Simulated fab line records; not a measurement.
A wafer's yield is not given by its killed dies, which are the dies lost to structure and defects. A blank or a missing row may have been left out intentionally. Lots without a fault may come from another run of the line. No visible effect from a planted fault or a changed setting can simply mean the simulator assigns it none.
Chamber matching	flow nand-harc	NHARC_THIN_TSV_CMP_01 on cmp-04 has 4 sister chambers
The step polishes. 16 wafers are shown with their chamber, then 8 later ones without.

## WAFERS WITH THEIR CHAMBER
wafer	chamber	motor-current-A (A)
L284.2	0	12.1
L284.4	2	10.5
L284.5	2	10.3
L283.2	2	9.8
L283.4	1	10.7
L283.5	3	11.3
L285.1	3	11.3
L285.2	2	10.7
L285.5	3	11.1
L287.1	3	10.8
L287.3	0	12.6
L287.5	3	11.0
L291.2	1	10.8
L291.3	0	12.3
L291.5	0	12.2
L295.1	0	12.3

SIGNATURES, as means of the wafers listed above
reading	chamber 0	chamber 1	chamber 2	chamber 3	scatter within a chamber
motor-current-A	12.300	10.750	10.325	11.100	0.254
Rule: for a wafer and a chamber, the distance is found by dividing, reading by reading, the gap between the wafer's reading and the chamber's mean by the reading's scatter, squaring, summing and taking the root. The wafer belongs to the nearest chamber; if the next one is less than 2 further off, it can't be placed. How the scatter is found: for the shown wafers, subtract from each reading the mean of its chamber, square and add these, divide the total by (wafers less chambers), then take the root.

## WAFERS MISSING THEIR CHAMBER
wafer	motor-current-A (A)
L295.3	11.6
L295.6	12.4
L298.1	11.3
L298.2	10.5
L298.5	9.9
L300.1	11.2
L300.2	10.1
L300.6	11.9

## THE CHAMBER EACH PASSED THROUGH
wafer	from the rows above	in truth
L295.3	can't be placed: 3 or 0 or 1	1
L295.6	0	0
L298.1	can't be placed: 3 or 1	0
L298.2	can't be placed: 2 or 1 or 3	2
L298.5	can't be placed: 2 or 1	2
L300.1	can't be placed: 3 or 1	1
L300.2	can't be placed: 2 or 1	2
L300.6	can't be placed: 0 or 3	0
1 of 8 placed correctly. Can't be placed from these rows: 7 (the true chamber is among the candidates in 6). Wrongly placed: 0.
